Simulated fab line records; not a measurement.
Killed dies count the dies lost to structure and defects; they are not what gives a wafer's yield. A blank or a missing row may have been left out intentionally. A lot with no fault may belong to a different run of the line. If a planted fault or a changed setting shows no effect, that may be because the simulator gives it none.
A lot that was struck, set against a sound lot || flow nand_harc || 38 steps out of a route of 1302
Sound: wafers L763.2, L763.5, L763.6. Struck: wafer L766.6 (left out: L766.3, L766.4 of the same lot, which were not struck); the cause appears at the end.
Each step with rows lists, per side, the tool, then ch with its chambers, then its first start. Under that, the readings that differ: sound wafers || struck wafers || difference of the means || sigmas: that difference in standard deviations of wafers without a fault.
alike: readings whose means differ by less than 2 such deviations, and words and numbers that are the same on both sides. not compared: withheld readings, readings that some wafer has no value for, bounds like >300 that may hide the same value, and numbers for which the record gives no deviation and whose values overlap.
Wherever a step has rows on one side only, a row that says differs or no value, or a row with sigmas, the two part there. Numbers that don't overlap but have no deviation are shown without sigmas and don't part them. A reading that every wafer of one side lacks parts them only if that side has two wafers or more.

first, 10 steps without rows for these wafers: NHARC_A_CHANNEL_HOLE_D1_DEP_00 (deposits aC, target thk 3100 nm); NHARC_A_CHANNEL_HOLE_D1_DEP_01 (deposits SiON, target thk 140 nm); NHARC_A_CHANNEL_HOLE_D1_DEHYDRATE_02 (time 120 s); NHARC_A_CHANNEL_HOLE_D1_HMDS_03 (time 30 s); NHARC_A_CHANNEL_HOLE_D1_COAT_36 (time 75 s); NHARC_A_CHANNEL_HOLE_D1_COAT_37 (time 65 s); NHARC_A_CHANNEL_HOLE_D1_COAT_04 (resist thk 90 nm); NHARC_A_CHANNEL_HOLE_D1_SOFTBAKE_05 (time 55 s); NHARC_A_CHANNEL_HOLE_D1_EBR_06; NHARC_A_CHANNEL_HOLE_D1_EXPOSE_07 (exposes mask HOLE D1, target cd 100 nm).
NHARC_A_CHANNEL_HOLE_D1_PEB_08: peb time 65 s.
  sound on litho_track-04 ch 0, day 14 11:56; struck on litho_track-04 ch 0, day 15 10:27
{"reading": "heater_power_total_W (W)", "sound": "157.0 157.2 155.9", "struck": 179.6, "difference": "+22.9", "sigmas": "+53"}
  alike: chill_plate_temp_C
then, 1 step without rows for these wafers: NHARC_A_CHANNEL_HOLE_D1_DEVELOP_09 (develop time 35 s).
NHARC_A_CHANNEL_HOLE_D1_CD_MEAS_10: target cd 100 nm.
  sound on cd_sem-02 ch 0, day 14 12:01; struck on cd_sem-01 ch 0, day 15 10:32
{"reading": "cd_nm (nm)", "sound": "100.4 100.7 100.2", "struck": 92.9, "difference": -7.5, "sigmas": -18}
NHARC_A_CHANNEL_HOLE_D1_DESCUM_15: chemistry O2, time 3 s.
  sound on rie_diel-05 ch 0,2,3, day 14 12:13; struck on rie_diel-12 ch 1, day 15 10:44
{"reading": "throttle_valve_pct (%)", "sound": "11.324 11.306 11.318", "struck": 11.295, "difference": -0.021, "sigmas": -2}
{"reading": "model.A_CHANNEL_HOLE_D1.cd_nm (nm)", "sound": "100.1 100.9 100.5", "struck": 92.71, "difference": -7.79, "sigmas": ""}
  alike: drypump_motor_current_A, oes_product_au, rf_vpp_V, showerhead_plenum_p_Torr
  not compared: rf_hours_counter_h
then, 4 steps without rows for these wafers: NHARC_A_CHANNEL_HOLE_D1_ETCH_38 (etches the open film in CF4, target depth 39 nm, time 65 s); NHARC_A_CHANNEL_HOLE_D1_ETCH_39 (etches the open film in N2/H2, target depth 260 nm, time 325 s); NHARC_A_CHANNEL_HOLE_D1_ETCH_34 (etches the open film in CF4/CHF3, target depth 154 nm, time 77 s); NHARC_A_CHANNEL_HOLE_D1_ETCH_16 (etches the open film in O2/COS, target depth 3100 nm, time 806 s).
NHARC_A_CHANNEL_HOLE_D1_CD_MEAS_18:
  struck on cd_sem-01, day 15 12:16; sound on cd_sem-01, day 14 13:18
{"reading": "cd_nm (nm)", "sound": "100.6 102.1 97.4", "struck": 94.3, "difference": -5.7, "sigmas": -4}
then, 12 steps without rows for these wafers: NHARC_A_CHANNEL_HOLE_D1_ETCH_19 (etches the open film in C4F8/O2/Ar, time 34.5 s); NHARC_A_CHANNEL_HOLE_D1_ETCH_20 (etches the open film in C4F8/O2/Ar, time 361.9 s, target depth 1600 nm); NHARC_A_CHANNEL_HOLE_D1_ETCH_21 (etches the open film in C4F8/O2/Ar, time 514.3 s, target depth 1600 nm); NHARC_A_CHANNEL_HOLE_D1_ETCH_22 (etches the open film in C4F8/O2/Ar, time 666.7 s, target depth 1600 nm); NHARC_A_CHANNEL_HOLE_D1_ETCH_23 (etches the open film in C4F8/O2/Ar, time 819 s, target depth 1600 nm); NHARC_A_CHANNEL_HOLE_D1_ETCH_24 (etches the open film in C4F8/O2/Ar, time 906.2 s, target depth 1500 nm); NHARC_A_CHANNEL_HOLE_D1_ETCH_25 (etches the open film in C4F8/O2/Ar, time 1040.2 s, target depth 1500 nm); NHARC_A_CHANNEL_HOLE_D1_ETCH_26 (etches the open film in C4F8/O2/Ar, time 224.1 s, target depth 300 nm); NHARC_A_CHANNEL_HOLE_D1_ETCH_33 (etches the open film in C4F8/O2/Ar, time 90 s, target depth 400 nm); NHARC_A_CHANNEL_HOLE_D1_STRIP_41 (strips in N2/H2); NHARC_A_CHANNEL_HOLE_D1_STRIP_42 (strips in CF4/CHF3); NHARC_A_CHANNEL_HOLE_D1_STRIP_43 (strips in O2/COS).
NHARC_A_CHANNEL_HOLE_D1_ETCH_44: etches the open film in CF4/O2, target depth 140 nm, overetch 14 nm, time 77 s.
  sound on rie_diel-12 ch 1,2, day 14 22:37; struck on rie_diel-05 ch 1, day 15 17:13
{"reading": "rf_vpp_V (V)", "sound": "198.5 197.7 197.6", "struck": 195.3, "difference": -2.6, "sigmas": -2}
{"reading": "model.A_CHANNEL_HOLE_D1.cd_nm (nm)", "sound": "90.01 90.57 90.97", "struck": 83.22, "difference": -7.30, "sigmas": ""}
  alike: drypump_motor_current_A, oes_ar_750_au, oes_f_703_au, oes_product_au, showerhead_plenum_p_Torr, throttle_valve_pct
  not compared: rf_hours_counter_h
then, 3 steps without rows for these wafers: NHARC_A_CHANNEL_HOLE_D1_STRIP_27 (strips in O2); NHARC_A_CHANNEL_HOLE_D1_PRECLEAN_28 (cleans in SC1); NHARC_A_CHANNEL_HOLE_D1_SRD_29.
NHARC_A_CHANNEL_HOLE_D1_CD_MEAS_30:
  struck on cd_sem-01, day 15 18:01; sound on cd_sem-01, day 14 23:25
{"reading": "cd_nm (nm)", "sound": "90.4 91.0 90.8", "struck": 83.3, "difference": -7.4, "sigmas": -7}
NHARC_A_CHANNEL_HOLE_D1_XSEM_31:
  sound on xsem-01 ch 0, day 14 23:30; struck on xsem-01 ch 0, day 15 18:07
{"reading": "bot_cd_nm (nm)", "sound": "74.2 75.7 75.3", "struck": 67.7, "difference": -7.4, "sigmas": -6}
{"reading": "tilt_deg (degrees)", "sound": "0.03 0.03 0.03", "struck": 0.21, "difference": "+0.18", "sigmas": "+4"}
  alike: bow_nm
-- break in the record here, with 15 days between the starts of the struck wafers on either side (left off in module A_CHANNEL_HOLE_D1, picked up again in module END, where the first step shown is number 1301 on the route) --
NHARC_END_WLT_00:
  struck on prober-02, day 31 00:42; sound on prober-01, day 30 14:53
{"reading": "VT_DECK1_BOTTOM", "sound": "0.887 0.888 0.877", "struck": 0.864, "difference": -0.020, "sigmas": -2}
{"reading": "VT_DECK1_BOTTOM_INNER", "sound": "0.888 0.888 0.886", "struck": 0.860, "difference": -0.027, "sigmas": -3}
{"reading": "VT_DECK1_MEDIAN_NEAR_BOTTOM", "sound": "0.884 0.893 0.897", "struck": 0.862, "difference": -0.029, "sigmas": -4}
{"reading": "VT_DECK1_MEDIAN_NEAR_BOTTOM_INNER", "sound": "0.888 0.890 0.891", "struck": 0.860, "difference": -0.030, "sigmas": -4}
{"reading": "VT_DECK1_MIDDLE", "sound": "0.898 0.899 0.901", "struck": 0.869, "difference": -0.030, "sigmas": -4}
{"reading": "VT_DECK1_MIDDLE_INNER", "sound": "0.904 0.910 0.903", "struck": 0.874, "difference": -0.032, "sigmas": -4}
{"reading": "VT_DECK1_TOP", "sound": "0.913 0.923 0.909", "struck": 0.884, "difference": -0.031, "sigmas": -4}
{"reading": "VT_DECK1_TOP_INNER", "sound": "0.919 0.913 0.911", "struck": 0.896, "difference": -0.018, "sigmas": -2}
{"reading": "VT_DECK2_BOTTOM", "sound": "0.868 0.870 0.865", "struck": 0.883, "difference": "+0.015", "sigmas": "+3"}
{"reading": "VT_DECK2_BOTTOM_INNER", "sound": "0.863 0.862 0.868", "struck": 0.877, "difference": "+0.013", "sigmas": "+2"}
{"reading": "VT_DECK2_MEDIAN_NEAR_BOTTOM", "sound": "0.868 0.877 0.855", "struck": 0.882, "difference": "+0.015", "sigmas": "+2"}
{"reading": "VT_DECK2_MEDIAN_NEAR_BOTTOM_INNER", "sound": "0.866 0.867 0.863", "struck": 0.889, "difference": "+0.024", "sigmas": "+4"}
{"reading": "VT_DECK2_MIDDLE", "sound": "0.876 0.883 0.875", "struck": 0.892, "difference": "+0.014", "sigmas": "+2"}
{"reading": "VT_DECK2_MIDDLE_INNER", "sound": "0.880 0.877 0.874", "struck": 0.899, "difference": "+0.022", "sigmas": "+3"}
{"reading": "VT_DECK2_TOP_INNER", "sound": "0.885 0.891 0.891", "struck": 0.908, "difference": "+0.019", "sigmas": "+3"}
  alike: VT_DECK2_TOP

## WHERE THEY PART
Earliest at NHARC_A_CHANNEL_HOLE_D1_PEB_08; latest, in this record, at NHARC_END_WLT_00.

WHY: what had been put in by the simulator
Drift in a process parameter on litho_track-04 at NHARC_A_CHANNEL_HOLE_D1_PEB_08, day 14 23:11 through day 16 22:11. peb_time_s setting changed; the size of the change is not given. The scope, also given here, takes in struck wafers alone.
